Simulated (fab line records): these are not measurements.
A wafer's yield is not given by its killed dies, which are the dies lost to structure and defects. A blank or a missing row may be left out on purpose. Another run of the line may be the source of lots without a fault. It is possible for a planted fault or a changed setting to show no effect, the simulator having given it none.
Matching of chambers :: flow n5-finfet :: 4 sister chambers for N5_HKMG_FIN_ETCH_35 on rie-diel-04
The step etches SOC in N2/H2, target depth 215.8 nm, time 243.4 s. 18 wafers are shown with their chamber, then 9 later ones without.

== WAFERS WITH THEIR CHAMBER ==
wafer: L077.1
chamber: 0
showerhead-plenum-p-Torr (Torr): 2.54
throttle-valve-pct (%): 18.01
drypump-motor-current-A (A): 6.1

wafer: L077.4
chamber: 1
showerhead-plenum-p-Torr (Torr): 2.61
throttle-valve-pct (%): 17.86
drypump-motor-current-A (A): 6.0

wafer: L077.6
chamber: 0
showerhead-plenum-p-Torr (Torr): 2.54
throttle-valve-pct (%): 18.02
drypump-motor-current-A (A): 6.1

wafer: L081.1
chamber: 3
showerhead-plenum-p-Torr (Torr): 2.62
throttle-valve-pct (%): 17.73
drypump-motor-current-A (A): 5.9

wafer: L081.2
chamber: 2
showerhead-plenum-p-Torr (Torr): 2.51
throttle-valve-pct (%): 17.64
drypump-motor-current-A (A): 6.0

wafer: L081.3
chamber: 1
showerhead-plenum-p-Torr (Torr): 2.60
throttle-valve-pct (%): 17.89
drypump-motor-current-A (A): 6.0

wafer: L083.1
chamber: 3
showerhead-plenum-p-Torr (Torr): 2.62
throttle-valve-pct (%): 17.75
drypump-motor-current-A (A): 5.9

wafer: L083.2
chamber: 1
showerhead-plenum-p-Torr (Torr): 2.60
throttle-valve-pct (%): 17.88
drypump-motor-current-A (A): 6.0

wafer: L083.4
chamber: 0
showerhead-plenum-p-Torr (Torr): 2.54
throttle-valve-pct (%): 18.04
drypump-motor-current-A (A): 6.1

wafer: L088.1
chamber: 1
showerhead-plenum-p-Torr (Torr): 2.60
throttle-valve-pct (%): 17.90
drypump-motor-current-A (A): 6.0

wafer: L088.2
chamber: 0
showerhead-plenum-p-Torr (Torr): 2.53
throttle-valve-pct (%): 18.06
drypump-motor-current-A (A): 6.1

wafer: L088.5
chamber: 2
showerhead-plenum-p-Torr (Torr): 2.51
throttle-valve-pct (%): 17.64
drypump-motor-current-A (A): 6.1

wafer: L089.1
chamber: 3
showerhead-plenum-p-Torr (Torr): 2.61
throttle-valve-pct (%): 17.77
drypump-motor-current-A (A): 5.9

wafer: L089.5
chamber: 0
showerhead-plenum-p-Torr (Torr): 2.53
throttle-valve-pct (%): 18.07
drypump-motor-current-A (A): 6.1

wafer: L089.6
chamber: 3
showerhead-plenum-p-Torr (Torr): 2.61
throttle-valve-pct (%): 17.77
drypump-motor-current-A (A): 5.9

wafer: L090.1
chamber: 2
showerhead-plenum-p-Torr (Torr): 2.50
throttle-valve-pct (%): 17.66
drypump-motor-current-A (A): 6.1

wafer: L090.3
chamber: 1
showerhead-plenum-p-Torr (Torr): 2.60
throttle-valve-pct (%): 17.91
drypump-motor-current-A (A): 6.0

wafer: L090.5
chamber: 2
showerhead-plenum-p-Torr (Torr): 2.50
throttle-valve-pct (%): 17.66
drypump-motor-current-A (A): 6.1

SIGNATURES, as means of the wafers listed above
reading: showerhead-plenum-p-Torr
chamber 0: 2.5360
chamber 1: 2.6020
chamber 2: 2.5050
chamber 3: 2.6150
scatter within a chamber: 0.00535

reading: throttle-valve-pct
chamber 0: 18.0400
chamber 1: 17.8880
chamber 2: 17.6500
chamber 3: 17.7550
scatter within a chamber: 0.02

reading: drypump-motor-current-A
chamber 0: 6.100
chamber 1: 6.000
chamber 2: 6.075
chamber 3: 5.900
scatter within a chamber: 0.0231
Rule: distance of a wafer from a chamber = root of the sum over the readings of ((wafer's reading minus chamber's mean) / reading's scatter) squared. If the next closest chamber is less than 2 further off than the closest, the wafer can't be placed; otherwise it belongs to the closest. The scatter: take each reading less its chamber's mean, square it, sum over the shown wafers, divide by the number of wafers less the number of chambers, and take the root.

== WAFERS WHOSE CHAMBER IS MISSING ==
wafer: L091.2
showerhead-plenum-p-Torr (Torr): 2.50
throttle-valve-pct (%): 17.67
drypump-motor-current-A (A): 6.1

wafer: L091.3
showerhead-plenum-p-Torr (Torr): 2.53
throttle-valve-pct (%): 18.07
drypump-motor-current-A (A): 6.1

wafer: L091.4
showerhead-plenum-p-Torr (Torr): 2.61
throttle-valve-pct (%): 17.78
drypump-motor-current-A (A): 5.9

wafer: L092.1
showerhead-plenum-p-Torr (Torr): 2.50
throttle-valve-pct (%): 17.65
drypump-motor-current-A (A): 6.1

wafer: L092.2
showerhead-plenum-p-Torr (Torr): 2.61
throttle-valve-pct (%): 17.77
drypump-motor-current-A (A): 5.9

wafer: L092.5
showerhead-plenum-p-Torr (Torr): 2.61
throttle-valve-pct (%): 17.78
drypump-motor-current-A (A): 5.9

wafer: L094.2
showerhead-plenum-p-Torr (Torr): 2.61
throttle-valve-pct (%): 17.79
drypump-motor-current-A (A): 5.9

wafer: L094.5
showerhead-plenum-p-Torr (Torr): 2.50
throttle-valve-pct (%): 17.67
drypump-motor-current-A (A): 6.1

wafer: L094.6
showerhead-plenum-p-Torr (Torr): 2.61
throttle-valve-pct (%): 17.77
drypump-motor-current-A (A): 6.0

== CHAMBER TAKEN BY EACH ==
wafer: L091.2
from the rows above: 2
in truth: 2

wafer: L091.3
from the rows above: 0
in truth: 0

wafer: L091.4
from the rows above: 3
in truth: 3

wafer: L092.1
from the rows above: 2
in truth: 2

wafer: L092.2
from the rows above: 3
in truth: 3

wafer: L092.5
from the rows above: 3
in truth: 3

wafer: L094.2
from the rows above: 3
in truth: 3

wafer: L094.5
from the rows above: 2
in truth: 2

wafer: L094.6
from the rows above: can't be placed: 3 or 1
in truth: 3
8 of 9 placed correctly. From these rows, 1 cannot be placed; in 1 the true chamber is one of the candidates. Wrongly placed: 0.
